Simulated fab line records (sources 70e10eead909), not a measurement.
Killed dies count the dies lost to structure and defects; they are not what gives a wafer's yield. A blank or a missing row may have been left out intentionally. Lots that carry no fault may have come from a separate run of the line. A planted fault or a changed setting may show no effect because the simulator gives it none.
Which of the tools did it? | flow nand harc | Sampling: 6 lots, 18 wafers, 5 of 1159 route steps

## WHAT EACH GAUGE READ, for each wafer
NHARC_END_SORT_01.
lot  | measured     | on        | killed at array
L249 | day 25 03:11 | prober-02 | 88 131 97

## TOOL THAT RAN EACH LOT (tool first, then ch and the chambers of the sampled wafers, then the start)
lot  | NHARC_A_STAIRCASE_ETCH_292         | NHARC_HYBRID_BOND_ACTIVATE_00      | NHARC_THIN_TSV_DEGAS_53      | NHARC_THIN_TSV_ETCH_36
L228 | rie diel-11 ch 0,1,2, day 11 22:07 | rie diel-05 ch 1,2, day 18 06:27   | pvd sputter-01, day 19 08:10 | rie metal-03 ch 0,1, day 19 09:44
L230 | rie diel-12 ch 0,2,3, day 12 10:18 | rie diel-05 ch 2,3, day 18 09:18   | pvd sputter-01, day 19 09:15 | rie metal-02 ch 0,1, day 19 10:57
L232 | rie diel-12 ch 1,2,3, day 13 04:13 | rie diel-05 ch 0,2,3, day 19 23:32 | pvd sputter-03, day 20 18:33 | rie metal-02 ch 0,1, day 20 20:13
L235 | rie diel-04 ch 1,2,3, day 14 00:19 | rie diel-05 ch 0,1,3, day 20 07:43 | pvd sputter-02, day 21 02:35 | rie metal-02 ch 0,1, day 21 04:16
L236 | rie diel-12 ch 0,1,3, day 15 05:47 | rie diel-05 ch 0,1,3, day 21 11:50 | pvd sputter-02, day 22 05:09 | rie metal-03 ch 0,1, day 22 06:53
L249 | rie diel-12 ch 0,3, day 17 07:21   | rie diel-05 ch 1,2,3, day 23 14:31 | pvd sputter-01, day 24 09:27 | rie metal-01 ch 0,1, day 24 11:01
- NHARC_A_STAIRCASE_ETCH_292: etches the open film in CF4/CHF3.
- NHARC_HYBRID_BOND_ACTIVATE_00: chemistry N2, time 60 s.
- NHARC_THIN_TSV_DEGAS_53: time 60 s.
- NHARC_THIN_TSV_ETCH_36: etches the open film in Cl2/BCl3, target depth 65 nm, time 18.571 s.

## THE ANSWER, worked out from the rows above alone
Rule: usual is defined by the lots themselves. The widest of any qualifying gaps counts: lots, ordered by their means at a reading, are off when they make up no more than a third of the lots, leave a main group of 4 or more, and stand apart from it by 3 or more times the standard deviation of that group's means. A main group whose means are all the same, to the digits that the tables above print for the reading, isn't used. Also off: a lot with no number at a reading for which 4 or more lots have one. All remaining lots with rows at the step are treated as sound.
Across all readings shown, no lot is off: no conclusion can be drawn from this.

## WHAT HAD BEEN PUT IN BY THE SIMULATOR
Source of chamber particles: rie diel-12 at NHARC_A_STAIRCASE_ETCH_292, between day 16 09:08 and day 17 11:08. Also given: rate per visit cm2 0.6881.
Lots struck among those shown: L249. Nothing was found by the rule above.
